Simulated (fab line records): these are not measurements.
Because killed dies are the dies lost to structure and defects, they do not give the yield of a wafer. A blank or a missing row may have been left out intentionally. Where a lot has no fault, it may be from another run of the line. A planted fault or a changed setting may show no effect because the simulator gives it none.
Lot-split experiment + flow n5 finfet + on a route of 1938 steps: 7 lots, 21 wafers read

## THE SPLIT ITSELF
At N5_BEOL_M10_ETCH_41 (etches SiCN in CH3F/O2, target depth 42.6 nm, time 86 s), the setting source w was moved away from the recipe's 395 W on 8 of the 21 wafers read, by -13.5% to +15.4%. All remaining wafers had this setting at the recipe value.

The reading is taken at the split's own step.

## THE READING
rf vpp V, in V, at N5_BEOL_M10_ETCH_41 (etches SiCN in CH3F/O2, target depth 42.6 nm, time 86 s). Typical for fault-free wafers on this fab line: 297.8 V, with standard deviation 2 V.

| wafer  | tool, chamber at the split | source w as run, W | against the recipe | rf vpp V, V | against lot-mates on the recipe |
|--------|----------------------------|--------------------|--------------------|-------------|---------------------------------|
| L080.4 | rie diel-03, 1             | 395                | recipe             | 295.2       | -                               |
| L080.5 | rie diel-03, 0             | 366.4              | -7.2%              | 305.4       | +10.2                           |
| L080.6 | rie diel-03, 3             | 366.4              | -7.2%              | 302.2       | +7.0                            |
| L084.2 | rie diel-01, 2             | 395                | recipe             | 297.4       | -                               |
| L084.4 | rie diel-01, 1             | 341.7              | -13.5%             | 311.7       | +14.3                           |
| L084.5 | rie diel-01, 1             | 341.7              | -13.5%             | 311.9       | +14.5                           |
| L086.1 | rie diel-05, 1             | 395                | recipe             | 295.5       | -                               |
| L086.2 | rie diel-05, 3             | 395                | recipe             | 294.2       | -                               |
| L086.3 | rie diel-05, 2             | 365.7              | -7.4%              | 305.8       | +10.9                           |
| L092.2 | rie diel-01, 0             | 395                | recipe             | 300.5       | -                               |
| L092.4 | rie diel-01, 1             | 395                | recipe             | 299.0       | -                               |
| L092.5 | rie diel-01, 1             | 395                | recipe             | 296.8       | -                               |
| L093.3 | rie diel-03, 2             | 395                | recipe             | 297.0       | -                               |
| L093.4 | rie diel-03, 3             | 439.5              | +11.3%             | 288.8       | -8.2                            |
| L093.6 | rie diel-03, 3             | 439.5              | +11.3%             | 289.2       | -7.8                            |
| L094.1 | rie diel-03, 1             | 395                | recipe             | 296.9       | -                               |
| L094.5 | rie diel-03, 0             | 395                | recipe             | 301.1       | -                               |
| L094.6 | rie diel-03, 3             | 455.9              | +15.4%             | 284.9       | -14.1                           |
| L097.2 | rie diel-05, 0             | 395                | recipe             | 299.1       | -                               |
| L097.4 | rie diel-05, 3             | 395                | recipe             | 300.0       | -                               |
| L097.6 | rie diel-05, 0             | 395                | recipe             | 299.0       | -                               |

FIT RESULTS
A straight line over all 21 wafers: rf vpp V changes by -0.903 V for each +1% of source w; r = -0.96; the points scatter about the line by 1.9 V.
The same after taking each lot's own level away (the mean of its wafers on the recipe; 21 wafers): -0.968 V for each +1%; r = -0.97; scatter 1.6 V.
On that fit, the largest move of source w shifts the reading by 15 V.
The lots' own levels span 294.85 to 299.37 V, that is 2.3 times the standard deviation above.
Hence the lot-to-lot level has little effect on the slope; both slopes agree.
Check: for one of the wafers moved furthest among these (+15.4%), held out of the fit, the line's prediction against its lot-mates is -14.2 V. Against them it came out at -14.1 V.
Tool readings at the split's step, against how far the setting was moved: rf vpp V r = -0.96.

## THE OTHER SPLITS THESE WAFERS WENT THROUGH
Before the reading, these wafers also passed through other splits. Each is held against what the fit with the lots' levels taken away leaves over:
| other split on the same wafers    | wafers away from the commonest value | r with rf vpp V (lot level and that fit taken away) |
|-----------------------------------|--------------------------------------|-----------------------------------------------------|
| N5_BEOL_M10_TRENCH_ETCH_37 bias w | 5                                    | +0.18                                               |

## THE FILE'S OWN FIT
rf vpp V changes by -0.986 V for each +1% of source w, r = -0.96.
